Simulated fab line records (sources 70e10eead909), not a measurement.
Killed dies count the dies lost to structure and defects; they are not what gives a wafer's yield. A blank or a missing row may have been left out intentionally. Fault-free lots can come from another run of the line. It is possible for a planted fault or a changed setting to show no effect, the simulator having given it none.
Matching of chambers / flow nandHarc / NHARC_P_M1_CMP_23 on cmp-03: 4 sister chambers
The step polishes, t overpolish 20 s, target thk 157.82 nm. 8 wafers are shown with their chamber, then 8 later ones without.

WAFERS, EACH WITH ITS CHAMBER
wafer=L077.2; chamber=2; motorCurrentA (A)=14.1; timeToEndpointS (s)=36
wafer=L078.4; chamber=1; motorCurrentA (A)=12.8; timeToEndpointS (s)=30
wafer=L081.3; chamber=3; motorCurrentA (A)=11.9; timeToEndpointS (s)=31
wafer=L081.5; chamber=0; motorCurrentA (A)=13.2; timeToEndpointS (s)=24
wafer=L083.1; chamber=2; motorCurrentA (A)=13.4; timeToEndpointS (s)=34
wafer=L083.3; chamber=0; motorCurrentA (A)=12.2; timeToEndpointS (s)=22
wafer=L083.4; chamber=3; motorCurrentA (A)=12.2; timeToEndpointS (s)=32
wafer=L088.1; chamber=1; motorCurrentA (A)=12.5; timeToEndpointS (s)=29

WAFERS WHOSE CHAMBER IS MISSING
wafer=L088.4; motorCurrentA (A)=12.9; timeToEndpointS (s)=24
wafer=L088.6; motorCurrentA (A)=12.6; timeToEndpointS (s)=28
wafer=L094.1; motorCurrentA (A)=12.9; timeToEndpointS (s)=26
wafer=L094.3; motorCurrentA (A)=12.3; timeToEndpointS (s)=26
wafer=L094.4; motorCurrentA (A)=14.5; timeToEndpointS (s)=35
wafer=L097.1; motorCurrentA (A)=14.2; timeToEndpointS (s)=32
wafer=L097.3; motorCurrentA (A)=12.9; timeToEndpointS (s)=20
wafer=L097.4; motorCurrentA (A)=12.9; timeToEndpointS (s)=26

EACH ONE'S CHAMBER
wafer=L088.4; from the rows above=0; in truth=0
wafer=L088.6; from the rows above=1; in truth=1
wafer=L094.1; from the rows above=can't be placed: 0 or 1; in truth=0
wafer=L094.3; from the rows above=can't be placed: 0 or 1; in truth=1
wafer=L094.4; from the rows above=2; in truth=2
wafer=L097.1; from the rows above=can't be placed: 2 or 1 or 3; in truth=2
wafer=L097.3; from the rows above=0; in truth=0
wafer=L097.4; from the rows above=can't be placed: 0 or 1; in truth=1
Placed correctly: 4 of 8. Cannot be placed on the basis of these rows: 4; the candidates contain the true chamber in 4. Wrongly placed: 0.
How it was worked out, from the rows above alone: a wafer's distance from a chamber is the root of the sum, over the readings, of the square of ((its reading less the chamber's mean) divided by the reading's scatter). If the next closest chamber is less than 2 further off than the closest, the wafer can't be placed; otherwise it belongs to the closest. A chamber's mean is the mean of its shown wafers. The scatter: take each reading less its chamber's mean, square it, sum over the shown wafers, divide by the number of wafers less the number of chambers, and take the root.
